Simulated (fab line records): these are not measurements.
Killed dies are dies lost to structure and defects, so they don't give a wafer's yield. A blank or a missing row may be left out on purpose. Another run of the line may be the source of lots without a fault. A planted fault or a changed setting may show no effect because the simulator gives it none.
Which of the tools did it?	flow n5_finfet	10 lots, 30 wafers sampled, at 5 steps of a route of 1938

WHAT EACH GAUGE READ, for each wafer
N5_BEOL_M3_THK_MEAS_01.
lot	measured	on	M3_ILD_THK (nm)
L974	day 7 06:08	film_metro-01	79.6 80.7 79.4
L975	day 7 14:11	film_metro-01	78.3 79.9 80.6
L976	day 7 21:11	film_metro-01	79.1 77.9 78.5
L982	day 9 14:47	film_metro-01	79.7 80.5 80.1
L990	day 11 12:16	film_metro-02	78.5 80.9 80.9
L993	day 12 01:32	film_metro-02	77.8 78.7 81.2
L994	day 12 05:50	film_metro-02	79.0 79.4 81.0
L995	day 12 20:14	film_metro-02	77.5 77.4 79.1

N5_BEOL_M4_RC_MEAS_101.
lot	measured	on	DIBL_N (mV/V)	DIBL_P (mV/V)	IOFF_N (nA/um)	IOFF_P (nA/um)	ION_N (uA/um)	ION_P (uA/um)	SS_N (mV/dec)	SS_P (mV/dec)	VT_N (mV)	VT_P (mV)
L974	day 8 01:18	prober-02	35.8 38.5 35.0	35.5 39.1 35.3	0.155 0.207 0.146	0.16 0.22 0.17	674 680 668	460 454 454	72.5 72.3 70.5	73.2 74.7 73.0	250 248 248	-257 -251 -256
L975	day 8 11:33	prober-02	36.9 36.9 34.7	36.3 35.9 34.3	0.167 0.153 0.123	0.18 0.18 0.16	677 660 672	461 448 457	71.3 71.9 70.7	73.6 73.7 72.6	250 255 254	-254 -255 -254
L976	day 8 13:30	prober-01	36.4 35.6 35.0	39.0 36.4 36.8	0.167 0.153 0.141	0.26 0.22 0.21	684 667 660	469 466 462	72.0 71.8 70.9	73.6 72.4 73.0	249 253 251	-245 -247 -249
L982	day 10 11:10	prober-02	32.3 34.6 34.7	32.4 35.4 35.3	0.112 0.156 0.142	0.19 0.23 0.22	658 682 660	462 467 459	70.2 71.0 71.6	72.7 73.5 73.2	254 250 252	-249 -247 -247
L990	day 12 11:52	prober-01	34.1 33.2 32.0	35.3 33.7 32.7	0.130 0.116 0.098	0.16 0.15 0.13	660 672 652	447 451 450	71.4 71.2 70.7	72.9 72.9 72.6	252 251 257	-257 -256 -257
L993	day 13 08:37	prober-02	34.3 34.2 34.4	34.3 33.8 34.6	0.137 0.136 0.143	0.20 0.19 0.21	671 672 675	463 468 472	71.6 70.3 70.9	73.4 72.6 73.2	252 250 249	-247 -249 -245
L994	day 13 10:40	prober-01	35.1 36.1 35.9	35.2 36.0 36.8	0.132 0.156 0.150	0.16 0.18 0.19	676 674 680	463 461 462	70.9 71.5 71.0	72.4 73.2 72.9	251 250 251	-254 -256 -253
L995	day 14 00:35	prober-02	36.8 36.1 36.3	37.8 37.0 36.7	0.184 0.167 0.166	0.23 0.21 0.21	694 684 680	471 464 459	71.0 71.1 71.8	73.2 72.9 73.4	246 248 247	-249 -251 -253

WHICH TOOL RAN EACH LOT (tool, then ch and the chambers of the sampled wafers, then the start)
lot	N5_BEOL_M2_ANNEAL_82	N5_BEOL_M2_SPUTTER_90	N5_BEOL_M2_DEP_57
L974	pvd_sputter-02, day 7 03:26	pvd_sputter-02, day 7 04:01	pecvd-02 ch 0,2, day 7 05:56
L975	pvd_sputter-03, day 7 11:46	pvd_sputter-03, day 7 12:20	pecvd-02 ch 0,1,2, day 7 13:59
L976	pvd_sputter-02, day 7 18:46	pvd_sputter-02, day 7 19:20	pecvd-01 ch 0,1,2, day 7 20:59
L982	pvd_sputter-02, day 9 12:22	pvd_sputter-02, day 9 12:56	pecvd-03 ch 1,2, day 9 14:35
L983	pvd_sputter-03, day 9 17:41	pvd_sputter-03, day 9 18:16	pecvd-02 ch 1, day 9 19:55
L984	pvd_sputter-03, day 9 20:58	pvd_sputter-03, day 9 21:33	pecvd-02 ch 0,1, day 9 23:12
L990	pvd_sputter-01, day 11 09:51	pvd_sputter-01, day 11 10:26	pecvd-02 ch 0,1,2, day 11 12:04
L993	pvd_sputter-02, day 11 22:56	pvd_sputter-02, day 11 23:35	pecvd-02 ch 0,1,2, day 12 01:20
L994	pvd_sputter-02, day 12 03:13	pvd_sputter-02, day 12 03:52	pecvd-02 ch 0,1, day 12 05:37
L995	pvd_sputter-03, day 12 17:46	pvd_sputter-03, day 12 18:21	pecvd-02 ch 0,1, day 12 20:02
- N5_BEOL_M2_ANNEAL_82: time 240 s.
- N5_BEOL_M2_SPUTTER_90: material Cu, target thk 4.5 nm, time 8.29 s.
- N5_BEOL_M2_DEP_57: deposits SiCN from 3MS/NH3, target thk 8 nm, time 14 s.

WHAT THE TOOLS THEMSELVES READ (means of the sampled wafers that have a number; where no wafer has one, the mark that the record gives instead)
N5_BEOL_M2_ANNEAL_82.
lot	tool	heater_power_w (W)
L974	pvd_sputter-02	861
L975	pvd_sputter-03	789
L976	pvd_sputter-02	853
L982	pvd_sputter-02	814
L983	pvd_sputter-03	814
L984	pvd_sputter-03	806
L990	pvd_sputter-01	816
L993	pvd_sputter-02	834
L994	pvd_sputter-02	848
L995	pvd_sputter-03	829

N5_BEOL_M2_SPUTTER_90.
lot	tool	chamber_pressure_pa (Pa)	throttle_valve_pct (%)
L974	pvd_sputter-02	0.07002	29.2
L975	pvd_sputter-03	0.06999	30.3
L976	pvd_sputter-02	0.06990	28.9
L982	pvd_sputter-02	0.07003	29.2
L983	pvd_sputter-03	0.07008	30.1
L984	pvd_sputter-03	0.06996	30.7
L990	pvd_sputter-01	0.06993	31.1
L993	pvd_sputter-02	0.06994	29.2
L994	pvd_sputter-02	0.07001	29.1
L995	pvd_sputter-03	0.06997	30.8

N5_BEOL_M2_DEP_57.
lot	tool	chamber_pressure_Torr (Torr)	rf_fwd_power_W (W)	showerhead_plenum_p_Torr (Torr)	throttle_valve_pct (%)
L974	pecvd-02	3.003	199.2	3.682	8.9
L975	pecvd-02	3.002	199.5	3.683	9.1
L976	pecvd-01	3.005	199.7	3.644	8.9
L982	pecvd-03	3.000	197.7	3.667	8.7
L983	pecvd-02	-	-	-	-
L984	pecvd-02	-	-	-	-
L990	pecvd-02	3.004	199.5	3.681	8.9
L993	pecvd-02	3.001	199.7	3.680	8.9
L994	pecvd-02	3.001	199.8	3.672	9.2
L995	pecvd-02	3.000	200.3	3.667	9.2

THE ANSWER, worked out from the rows above alone
Rule: the usual values come from the lots themselves. The widest of any qualifying gaps counts: lots, ordered by their means at a reading, are off when they make up no more than a third of the lots, leave a main group of 4 or more, and stand apart from it by 3 or more times the standard deviation of that group's means. A main group is skipped when, at the precision printed for the reading in the tables above, its means are all equal. A lot without any number at a reading at which 4 lots or more have one is off too. Where the step has rows for the other lots, those lots are counted as sound. Order of review: gauges by route order, followed by the tools' own readings, for which a lot's mean as printed above is used. At the first step where some lot is off, the reading lying furthest off is the one used; lots without a number count as furthest.
Off, at N5_BEOL_M2_DEP_57 on chamber_pressure_Torr: L983, L984. Without a number there: L983, L984. Mean 3.002 Torr and standard deviation 0.0017 in the main group.
A tool fits if, at that step or a process step before it, it ran every lot that is off, and no sound lot after the first of them. Not one of the candidates tried fits.

WHAT THE SIMULATOR HAD PUT IN
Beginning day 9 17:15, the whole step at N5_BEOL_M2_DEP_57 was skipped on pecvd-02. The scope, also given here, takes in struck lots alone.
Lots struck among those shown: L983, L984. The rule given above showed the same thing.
